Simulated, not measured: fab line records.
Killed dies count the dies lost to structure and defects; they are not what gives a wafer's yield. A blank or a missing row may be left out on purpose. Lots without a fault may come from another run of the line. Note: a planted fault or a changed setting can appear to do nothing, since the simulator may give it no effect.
Matching of chambers | flow n5Finfet | N5_BEOL_M4_CO_CAP_55 on cvdCo-01: 3 sister chambers
The step material Co, precursor CCTBA/H2, target thk 2 nm, time 102.1 s. 30 wafers are shown with their chamber, then 12 later ones without.

## WAFERS, EACH WITH ITS CHAMBER
wafer  | chamber | heaterPowerW (W)
L076.1 | 0       | 211
L076.4 | 0       | 208
L076.5 | 2       | 251
L077.1 | 0       | 212
L077.3 | 2       | 255
L077.5 | 1       | 246
L078.1 | 0       | 216
L078.5 | 2       | 256
L078.6 | 0       | 211
L079.1 | 2       | 249
L079.3 | 0       | 211
L079.5 | 0       | 208
L080.2 | 2       | 256
L080.3 | 0       | 214
L080.6 | 0       | 210
L081.1 | 0       | 209
L081.3 | 1       | 248
L081.5 | 1       | 240
L082.2 | 1       | 244
L082.3 | 0       | 209
L082.5 | 0       | 212
L084.1 | 1       | 243
L084.5 | 0       | 211
L084.6 | 2       | 255
L086.1 | 0       | 216
L086.3 | 1       | 244
L086.4 | 0       | 220
L085.2 | 1       | 243
L085.3 | 2       | 253
L085.4 | 2       | 250

SIGNATURES (means of the wafers above)
reading      | chamber 0 | chamber 1 | chamber 2 | scatter within a chamber
heaterPowerW | 211.87    | 244.00    | 253.12    | 3.05
Rule: a wafer lies at a distance from a chamber equal to the root of the sum of squares, over the readings, of (its reading less the chamber's mean, divided by the reading's scatter). If the next closest chamber is less than 2 further off than the closest, the wafer can't be placed; otherwise it belongs to the closest. The scatter: the root of (the sum of the squares of (reading less its chamber's mean) over the shown wafers, divided by (wafers less chambers)).

## WAFERS WITH NO CHAMBER GIVEN
wafer  | heaterPowerW (W)
L092.1 | 213
L092.2 | 246
L092.4 | 246
L091.1 | 240
L091.3 | 254
L091.6 | 213
L093.3 | 250
L093.5 | 214
L093.6 | 239
L095.1 | 210
L095.2 | 244
L095.4 | 222

## WHICH CHAMBER EACH ONE RAN IN
wafer  | from the rows above     | in truth
L092.1 | 0                       | 0
L092.2 | can't be placed: 1 or 2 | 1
L092.4 | can't be placed: 1 or 2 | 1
L091.1 | 1                       | 1
L091.3 | 2                       | 2
L091.6 | 0                       | 0
L093.3 | can't be placed: 2 or 1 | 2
L093.5 | 0                       | 0
L093.6 | 1                       | 1
L095.1 | 0                       | 0
L095.2 | 1                       | 1
L095.4 | 0                       | 0
9 of 12 placed correctly. Can't be placed from these rows: 3 (the true chamber is among the candidates in 3). Number placed wrongly: 0.
